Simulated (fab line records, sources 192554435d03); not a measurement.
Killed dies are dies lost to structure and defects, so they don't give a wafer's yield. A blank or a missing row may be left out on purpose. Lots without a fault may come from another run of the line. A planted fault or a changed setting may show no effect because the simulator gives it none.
Which tool did it? | flow n5_finfet | 15 lots, 45 wafers sampled, at 7 steps of a route of 1938

WHAT THE GAUGES READ, wafer by wafer
N5_BEOL_M7_CD_MEAS_18: pitch 80 nm, target cd 40 nm.
lot  | measured     | on        | cd_nm (nm)
L127 | day 10 03:59 | cd_sem-01 | 40.3 40.2 39.4
L131 | day 10 08:02 | cd_sem-01 | 40.1 40.8 40.3
L130 | day 10 08:20 | cd_sem-03 | 39.8 40.1 40.6
L135 | day 11 11:55 | cd_sem-03 | 40.2 39.9 39.9
L136 | day 11 13:56 | cd_sem-03 | 40.9 40.6 40.2
L134 | day 11 14:24 | cd_sem-03 | 42.2 40.9 40.5
L140 | day 12 20:11 | cd_sem-03 | 39.8 39.6 39.5
L137 | day 12 23:17 | cd_sem-01 | - - -
L142 | day 12 23:35 | cd_sem-02 | - - -
L141 | day 13 08:49 | cd_sem-01 | - - -
L144 | day 13 09:08 | cd_sem-03 | 40.8 40.8 41.0
L147 | day 14 11:07 | cd_sem-02 | 39.3 40.9 39.7
L146 | day 14 11:32 | cd_sem-03 | 40.1 39.4 40.0
L148 | day 15 02:02 | cd_sem-02 | 40.3 40.8 40.7
L149 | day 15 21:02 | cd_sem-02 | 40.8 40.3 39.2

WHICH TOOL RAN EACH LOT (tool, then ch and the chambers of the sampled wafers, then the start)
lot  | N5_BEOL_M6_SPUTTER_48        | N5_BEOL_M6_DEP_56               | N5_BEOL_M7_CURE_74            | N5_BEOL_M7_ETCH_61                 | N5_BEOL_M7_ETCH_62                 | N5_BEOL_M7_HM_OPEN_17
L127 | pvd_sputter-01, day 9 23:42  | pecvd-02 ch 1,2, day 10 00:38   | uv_cure-02 ch 1, day 10 00:53 | rie_diel-04 ch 0,2, day 10 03:34   | rie_diel-04 ch 0,2, day 10 03:37   | rie_metal-02 ch 0,1, day 10 03:49
L131 | pvd_sputter-02, day 10 04:34 | pecvd-02 ch 1,2, day 10 05:44   | uv_cure-03 ch 0, day 10 05:56 | rie_diel-03 ch 1,2, day 10 07:36   | rie_diel-03 ch 1,2, day 10 07:40   | rie_metal-01 ch 0,1, day 10 07:50
L130 | pvd_sputter-02, day 10 05:03 | pecvd-03 ch 0,1, day 10 06:01   | uv_cure-01 ch 1, day 10 06:15 | rie_diel-03 ch 0,3, day 10 07:55   | rie_diel-03 ch 0,3, day 10 07:58   | rie_metal-02 ch 0,1, day 10 08:09
L135 | pvd_sputter-03, day 11 08:59 | pecvd-04 ch 0,1, day 11 09:56   | uv_cure-03 ch 0, day 11 10:13 | rie_diel-03 ch 2,3, day 11 11:29   | rie_diel-03 ch 2,3, day 11 11:32   | rie_metal-03 ch 0,1, day 11 11:43
L136 | pvd_sputter-03, day 11 09:15 | pecvd-02 ch 0,2, day 11 10:13   | uv_cure-01 ch 0, day 11 10:25 | rie_diel-04 ch 1,3, day 11 13:31   | rie_diel-04 ch 1,3, day 11 13:34   | rie_metal-01 ch 0,1, day 11 13:45
L134 | pvd_sputter-03, day 11 10:56 | pecvd-03 ch 0,1, day 11 12:10   | uv_cure-03 ch 2, day 11 12:29 | rie_diel-03 ch 2,3, day 11 13:57   | rie_diel-03 ch 2,3, day 11 14:00   | rie_metal-02 ch 0,1, day 11 14:11
L140 | pvd_sputter-02, day 12 13:50 | pecvd-02 ch 0,2, day 12 16:44   | uv_cure-01 ch 0, day 12 17:01 | rie_diel-04 ch 0,1,3, day 12 19:38 | rie_diel-04 ch 0,1,3, day 12 19:41 | rie_metal-01 ch 0,1, day 12 19:53
L137 | pvd_sputter-03, day 12 18:58 | pecvd-03 ch 0,1, day 12 21:28   | uv_cure-03 ch 0, day 12 21:50 | rie_diel-02 ch 2,3, day 12 22:52   | rie_diel-02 ch 2,3, day 12 22:55   | rie_metal-03 ch 0,1, day 12 23:08
L142 | pvd_sputter-02, day 12 19:32 | pecvd-02 ch 0,1,2, day 12 21:44 | uv_cure-02 ch 1, day 12 21:56 | rie_diel-03 ch 1,2,3, day 12 23:10 | rie_diel-03 ch 1,2,3, day 12 23:13 | rie_metal-01 ch 0,1, day 12 23:25
L141 | pvd_sputter-02, day 13 02:44 | pecvd-02 ch 0,1, day 13 05:11   | uv_cure-03 ch 0, day 13 05:23 | rie_diel-03 ch 0,1,2, day 13 08:20 | rie_diel-03 ch 0,1,2, day 13 08:23 | rie_metal-01 ch 0,1, day 13 08:35
L144 | pvd_sputter-02, day 13 03:50 | pecvd-04 ch 0,1, day 13 07:07   | uv_cure-01 ch 1, day 13 07:25 | rie_diel-03 ch 0,1,2, day 13 08:42 | rie_diel-03 ch 0,1,2, day 13 08:46 | rie_metal-01 ch 0,1, day 13 08:57
L147 | pvd_sputter-03, day 14 04:43 | pecvd-02 ch 0,1,2, day 14 08:04 | uv_cure-02 ch 2, day 14 08:43 | rie_diel-02 ch 0,2,3, day 14 10:34 | rie_diel-02 ch 0,2,3, day 14 10:37 | rie_metal-02 ch 0,1, day 14 10:50
L146 | pvd_sputter-02, day 14 05:35 | pecvd-02 ch 1,2, day 14 09:36   | uv_cure-03 ch 2, day 14 09:58 | rie_diel-03 ch 1,2,3, day 14 11:07 | rie_diel-03 ch 1,2,3, day 14 11:10 | rie_metal-01 ch 0,1, day 14 11:23
L148 | pvd_sputter-01, day 14 21:13 | pecvd-04 ch 1,2, day 14 22:58   | uv_cure-01 ch 2, day 14 23:14 | rie_diel-03 ch 1,2,3, day 15 01:37 | rie_diel-03 ch 1,2,3, day 15 01:41 | rie_metal-02 ch 0,1, day 15 01:52
L149 | pvd_sputter-01, day 15 17:41 | pecvd-02 ch 0,1,2, day 15 18:35 | uv_cure-01 ch 2, day 15 18:46 | rie_diel-04 ch 1,2, day 15 20:32   | rie_diel-04 ch 1,2, day 15 20:35   | rie_metal-01 ch 1, day 15 20:46
- N5_BEOL_M6_SPUTTER_48: material Cu, target thk 10 nm, time 1.667 s.
- N5_BEOL_M6_DEP_56: deposits SiCN from 3MS/NH3, target thk 10 nm, time 17.5 s.
- N5_BEOL_M7_CURE_74: cures SiCOH lowk, time 240 s.
- N5_BEOL_M7_ETCH_61: etches SiARC in CF4, target depth 45.5 nm, time 75.8 s.
- N5_BEOL_M7_ETCH_62: etches SOC in N2/H2, target depth 110 nm, overetch 22 nm, time 165 s.
- N5_BEOL_M7_HM_OPEN_17: chemistry Cl2/BCl3, target TiN, target depth 20 nm, overetch 6 nm.

WHAT THE TOOLS THEMSELVES READ (means of the sampled wafers that have a number; where no wafer has one, the mark that the record gives instead)
N5_BEOL_M6_SPUTTER_48.
lot  | tool           | throttle_valve_pct (%)
L127 | pvd_sputter-01 | 29.4
L131 | pvd_sputter-02 | 30.0
L130 | pvd_sputter-02 | 29.8
L135 | pvd_sputter-03 | 30.9
L136 | pvd_sputter-03 | 30.6
L134 | pvd_sputter-03 | 30.8
L140 | pvd_sputter-02 | 30.1
L137 | pvd_sputter-03 | 31.0
L142 | pvd_sputter-02 | 29.4
L141 | pvd_sputter-02 | 29.7
L144 | pvd_sputter-02 | 29.8
L147 | pvd_sputter-03 | 30.2
L146 | pvd_sputter-02 | 29.8
L148 | pvd_sputter-01 | 29.7
L149 | pvd_sputter-01 | 28.6

N5_BEOL_M6_DEP_56.
lot  | tool     | showerhead_plenum_p_Torr (Torr) | throttle_valve_pct (%)
L127 | pecvd-02 | 3.657                           | 9.0
L131 | pecvd-02 | 3.654                           | 9.3
L130 | pecvd-03 | 3.669                           | 9.1
L135 | pecvd-04 | 3.673                           | 8.9
L136 | pecvd-02 | 3.664                           | 9.5
L134 | pecvd-03 | 3.672                           | 9.3
L140 | pecvd-02 | 3.663                           | 9.4
L137 | pecvd-03 | 3.674                           | 9.3
L142 | pecvd-02 | 3.662                           | 9.2
L141 | pecvd-02 | 3.668                           | 9.1
L144 | pecvd-04 | 3.664                           | 8.7
L147 | pecvd-02 | 3.666                           | 9.3
L146 | pecvd-02 | 3.655                           | 9.4
L148 | pecvd-04 | 3.652                           | 8.5
L149 | pecvd-02 | 3.660                           | 9.3

N5_BEOL_M7_CURE_74.
lot  | tool       | lamp_power_pct (%) | wafer_temp_C_max
L127 | uv_cure-02 | 52.35              | 386.7
L131 | uv_cure-03 | 52.35              | 387.3
L130 | uv_cure-01 | 52.33              | 387.2
L135 | uv_cure-03 | 52.33              | 386.5
L136 | uv_cure-01 | 52.35              | 387.0
L134 | uv_cure-03 | 52.30              | 386.5
L140 | uv_cure-01 | 52.30              | 386.9
L137 | uv_cure-03 | 52.30              | 387.0
L142 | uv_cure-02 | 52.33              | 387.0
L141 | uv_cure-03 | 52.28              | 386.5
L144 | uv_cure-01 | 52.30              | 387.6
L147 | uv_cure-02 | 52.34              | 386.2
L146 | uv_cure-03 | 52.33              | 386.5
L148 | uv_cure-01 | 52.32              | 386.1
L149 | uv_cure-01 | 52.30              | 386.0

N5_BEOL_M7_ETCH_61.
lot  | tool        | bias_w (W) | cf4_flow_sccm (sccm) | drypump_motor_current_A (A) | etch_rf_on_time_s (s) | mfc_ar_sccm (sccm) | oes_product_au (a.u.) | rf_vpp_V (V) | showerhead_plenum_p_Torr (Torr) | throttle_valve_pct (%)
L127 | rie_diel-04 | 35.99      | 99.9                 | 5.4                         | 77.1                  | 99.90              | 0.63                  | 183.7        | 2.08                            | 15.38
L131 | rie_diel-03 | 35.99      | 100.0                | 5.8                         | 76.4                  | 100.01             | 0.61                  | 183.7        | 2.14                            | 15.74
L130 | rie_diel-03 | 36.01      | 100.0                | 5.6                         | 76.5                  | 99.96              | 0.63                  | 184.4        | 2.14                            | 15.59
L135 | rie_diel-03 | 36.03      | 100.2                | 5.7                         | 76.0                  | 100.24             | 0.63                  | 183.8        | 2.12                            | 15.72
L136 | rie_diel-04 | 36.07      | 100.3                | 5.6                         | 76.3                  | 100.08             | 0.66                  | 183.6        | 2.09                            | 15.39
L134 | rie_diel-03 | 35.97      | 100.0                | 5.7                         | 76.2                  | 99.98              | 0.63                  | 184.6        | 2.14                            | 15.57
L140 | rie_diel-04 | 36.06      | 99.9                 | 5.8                         | 76.1                  | 100.01             | 0.63                  | 183.0        | 2.05                            | 15.54
L137 | rie_diel-02 | -          | -                    | -                           | -                     | -                  | -                     | -            | -                               | -
L142 | rie_diel-03 | -          | -                    | -                           | -                     | -                  | -                     | -            | -                               | -
L141 | rie_diel-03 | -          | -                    | -                           | -                     | -                  | -                     | -            | -                               | -
L144 | rie_diel-03 | 35.99      | 99.6                 | 5.7                         | 76.2                  | 99.96              | 0.74                  | 184.2        | 2.14                            | 15.48
L147 | rie_diel-02 | 36.08      | 100.0                | 5.7                         | 74.9                  | 100.01             | 0.75                  | 184.7        | 2.16                            | 15.53
L146 | rie_diel-03 | 35.97      | 100.2                | 5.9                         | 75.5                  | 99.91              | 0.68                  | 183.8        | 2.15                            | 15.46
L148 | rie_diel-03 | 36.04      | 99.7                 | 5.9                         | 75.2                  | 99.84              | 0.67                  | 184.2        | 2.14                            | 15.48
L149 | rie_diel-04 | 36.06      | 99.7                 | 5.2                         | 77.2                  | 99.85              | 0.62                  | 182.9        | 2.10                            | 15.34

N5_BEOL_M7_ETCH_62.
lot  | tool        | bias_w (W) | chamber_pressure_mTorr (mTorr) | drypump_motor_current_A (A) | oes_product_au (a.u.) | rf_vpp_V (V) | showerhead_plenum_p_Torr (Torr) | throttle_valve_pct (%)
L127 | rie_diel-04 | 150.1      | 30.019                         | 5.4                         | 0.63                  | 522.0        | 2.47                            | 17.65
L131 | rie_diel-03 | 150.2      | 30.014                         | 5.8                         | 0.61                  | 523.6        | 2.54                            | 17.88
L130 | rie_diel-03 | 150.2      | 30.006                         | 5.6                         | 0.63                  | 523.9        | 2.54                            | 17.86
L135 | rie_diel-03 | 149.5      | 30.018                         | 5.7                         | 0.62                  | 523.4        | 2.52                            | 17.94
L136 | rie_diel-04 | 150.5      | 30.007                         | 5.6                         | 0.66                  | 522.3        | 2.47                            | 17.65
L134 | rie_diel-03 | 150.0      | 29.992                         | 5.8                         | 0.63                  | 524.0        | 2.54                            | 17.84
L140 | rie_diel-04 | 150.2      | 29.996                         | 5.8                         | 0.63                  | 520.5        | 2.43                            | 17.77
L137 | rie_diel-02 | 150.2      | 29.972                         | 5.3                         | 0.32                  | 523.4        | 2.54                            | 17.49
L142 | rie_diel-03 | 149.9      | 29.968                         | 5.9                         | 0.31                  | 523.9        | 2.56                            | 17.61
L141 | rie_diel-03 | 149.9      | 30.016                         | 5.7                         | 0.32                  | 522.6        | 2.53                            | 17.61
L144 | rie_diel-03 | 150.1      | 29.983                         | 5.7                         | 0.73                  | 523.8        | 2.53                            | 17.67
L147 | rie_diel-02 | 150.3      | 29.988                         | 5.7                         | 0.73                  | 524.5        | 2.55                            | 17.68
L146 | rie_diel-03 | 150.2      | 29.979                         | 5.9                         | 0.67                  | 523.9        | 2.55                            | 17.69
L148 | rie_diel-03 | 149.9      | 30.003                         | 5.9                         | 0.66                  | 524.4        | 2.55                            | 17.71
L149 | rie_diel-04 | 150.8      | 30.013                         | 5.2                         | 0.63                  | 521.7        | 2.49                            | 17.62

N5_BEOL_M7_HM_OPEN_17.
lot  | tool         | drypump_motor_current_A (A) | mfc_ar_sccm (sccm) | mfc_cl2_sccm (sccm) | oes_product_au (a.u.) | throttle_valve_pct (%)
L127 | rie_metal-02 | 5.9                         | 25.03              | 53.12               | 0.60                  | 22.37
L131 | rie_metal-01 | 6.3                         | 24.97              | 53.34               | 0.67                  | 21.90
L130 | rie_metal-02 | 6.0                         | 24.92              | 53.45               | 0.66                  | 22.28
L135 | rie_metal-03 | 5.7                         | 24.98              | 53.24               | 0.56                  | 22.10
L136 | rie_metal-01 | 6.3                         | 25.09              | 53.18               | 0.61                  | 22.07
L134 | rie_metal-02 | 5.9                         | 25.01              | 53.10               | 0.75                  | 22.16
L140 | rie_metal-01 | 6.3                         | 25.03              | 53.22               | 0.64                  | 21.92
L137 | rie_metal-03 | 6.0                         | 25.04              | 53.24               | 0.26                  | 22.92
L142 | rie_metal-01 | 6.3                         | 25.05              | 53.38               | 0.29                  | 22.54
L141 | rie_metal-01 | 6.3                         | 24.94              | 53.19               | 0.28                  | 22.55
L144 | rie_metal-01 | 6.3                         | 25.02              | 53.27               | 0.61                  | 22.07
L147 | rie_metal-02 | 5.9                         | 25.03              | 53.29               | 0.73                  | 22.15
L146 | rie_metal-01 | 6.3                         | 25.00              | 53.29               | 0.65                  | 21.89
L148 | rie_metal-02 | 5.9                         | 25.01              | 53.15               | 0.72                  | 22.16
L149 | rie_metal-01 | 6.3                         | 24.96              | 53.10               | 0.67                  | 21.75

THE ANSWER, worked out from the rows above alone
Rule: what is usual is taken from the lots themselves. Put in order of their means at a reading, lots are off if they are a third of the lots or fewer, leave a main group of 4 or more, and stand apart from it by a gap of 3 or more times the standard deviation of the main group's means; of several such gaps the widest counts. A main group whose means are all the same, to the digits that the tables above print for the reading, isn't used. A lot without any number at a reading at which 4 lots or more have one is off too. The other lots that the step has rows for count as sound. The gauges are gone through in route order, then the tools' own readings, and for those a lot's mean is taken as printed above. The first step at which some lot is off is used, and at that step the reading that is off furthest; a lot without a number counts as furthest.
Off: L137, L142, L141, at N5_BEOL_M7_CD_MEAS_18 (cd_nm). Without a number there: L137, L142, L141. The main group: mean 40.3 nm, standard deviation 0.44.
A tool fits if, at a process step before that reading, it ran every lot that is off, and no sound lot after the first of them. The gauges at N5_BEOL_M7_CD_MEAS_18 aren't tried: what is off there is off at N5_BEOL_M7_ETCH_61 too, on other tools, and a gauge's error can't cause that. None of those tried fits.

WHAT THE SIMULATOR HAD PUT IN
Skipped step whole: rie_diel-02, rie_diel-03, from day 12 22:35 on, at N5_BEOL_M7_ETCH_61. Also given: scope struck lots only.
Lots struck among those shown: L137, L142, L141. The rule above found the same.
